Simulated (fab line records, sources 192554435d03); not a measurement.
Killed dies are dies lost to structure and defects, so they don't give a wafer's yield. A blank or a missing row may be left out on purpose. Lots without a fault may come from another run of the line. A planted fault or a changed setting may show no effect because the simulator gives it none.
Chamber matching | flow n5_finfet | N5_SPACER0_ALD_07 on ald_sin-02: 4 sister chambers
The step deposits SiNx, target thk 2 nm. 4 wafers are shown with their chamber, then 11 later ones without.

WAFERS WITH THEIR CHAMBER
wafer  | chamber | heater_power_w (W)
L087.1 | 3       | 845
L087.2 | 2       | 868
L087.3 | 0       | 1006
L087.4 | 1       | 885

WAFERS WITHOUT THEIR CHAMBER
wafer  | heater_power_w (W)
L087.5 | 845
L087.6 | 1035
L090.1 | 874
L090.4 | 881
L090.5 | 846
L094.1 | 825
L094.4 | 847
L094.5 | 860
L095.1 | 860
L095.4 | 802
L095.6 | 838

WHICH CHAMBER EACH WENT THROUGH
wafer  | from the rows above          | in truth
L087.5 | can't be placed: 3 or 2      | 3
L087.6 | 0                            | 0
L090.1 | can't be placed: 2 or 1 or 3 | 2
L090.4 | can't be placed: 1 or 2 or 3 | 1
L090.5 | can't be placed: 3 or 2      | 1
L094.1 | can't be placed: 3 or 2      | 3
L094.4 | can't be placed: 3 or 2      | 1
L094.5 | can't be placed: 2 or 3 or 1 | 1
L095.1 | can't be placed: 2 or 3 or 1 | 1
L095.4 | can't be placed: 3 or 2      | 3
L095.6 | can't be placed: 3 or 2      | 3
Placed correctly: 1 of 11. Can't be placed from these rows: 10 (the true chamber is among the candidates in 8). Placed wrongly: 0.
How it was worked out, from the rows above alone: a wafer's distance from a chamber is the root of the sum, over the readings, of the square of ((its reading less the chamber's mean) divided by the reading's scatter). The wafer belongs to the nearest chamber; if the next one is less than 2 further off, it can't be placed. A chamber's mean is the mean of its shown wafers. The scatter: with one shown wafer a chamber, the root of the mean of the squares of how far each hidden wafer lies from its nearest shown one.
